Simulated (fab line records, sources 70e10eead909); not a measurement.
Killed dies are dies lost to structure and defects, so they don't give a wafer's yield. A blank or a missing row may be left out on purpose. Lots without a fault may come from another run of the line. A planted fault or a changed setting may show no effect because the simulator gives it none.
Chamber matching | flow nand_harc | NHARC_P_M2_DEP_33 on pecvd-01: 3 sister chambers
The step deposits SiCN, target thk 30 nm. 22 wafers are shown with their chamber, then 11 later ones without.

WAFERS WITH THEIR CHAMBER
wafer  | chamber | heater_power_w (W)
L079.1 | 1       | 520
L079.5 | 1       | 518
L079.6 | 2       | 517
L080.1 | 0       | 637
L080.2 | 1       | 537
L080.6 | 0       | 659
L081.2 | 2       | 523
L081.3 | 0       | 776
L081.5 | 0       | 778
L083.1 | 1       | 559
L083.3 | 2       | 567
L083.6 | 0       | 745
L087.2 | 0       | 668
L087.5 | 0       | 669
L087.6 | 2       | 581
L089.1 | 2       | 485
L089.3 | 1       | 498
L089.5 | 1       | 494
L094.1 | 1       | 587
L094.3 | 0       | 685
L094.4 | 0       | 679
L095.1 | 1       | 594

SIGNATURES (means of the wafers above)
reading        | chamber 0 | chamber 1 | chamber 2 | scatter within a chamber
heater_power_w | 699.56    | 538.38    | 534.60    | 45
Rule: a wafer's distance from a chamber is the root of the sum, over the readings, of the square of ((its reading less the chamber's mean) divided by the reading's scatter). The wafer belongs to the nearest chamber; if the next one is less than 2 further off, it can't be placed. The scatter: the root of (the sum of the squares of (reading less its chamber's mean) over the shown wafers, divided by (wafers less chambers)).

WAFERS WITHOUT THEIR CHAMBER
wafer  | heater_power_w (W)
L095.2 | 612
L095.3 | 751
L096.1 | 575
L096.2 | 679
L096.3 | 593
L096.4 | 561
L096.5 | 581
L096.6 | 677
L097.1 | 562
L097.5 | 784
L097.6 | 573

WHICH CHAMBER EACH WENT THROUGH
wafer  | from the rows above          | in truth
L095.2 | can't be placed: 1 or 2 or 0 | 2
L095.3 | 0                            | 0
L096.1 | can't be placed: 1 or 2 or 0 | 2
L096.2 | 0                            | 0
L096.3 | can't be placed: 1 or 2 or 0 | 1
L096.4 | can't be placed: 1 or 2      | 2
L096.5 | can't be placed: 1 or 2 or 0 | 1
L096.6 | 0                            | 0
L097.1 | can't be placed: 1 or 2      | 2
L097.5 | 0                            | 0
L097.6 | can't be placed: 1 or 2      | 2
Placed correctly: 4 of 11. Can't be placed from these rows: 7 (the true chamber is among the candidates in 7). Placed wrongly: 0.
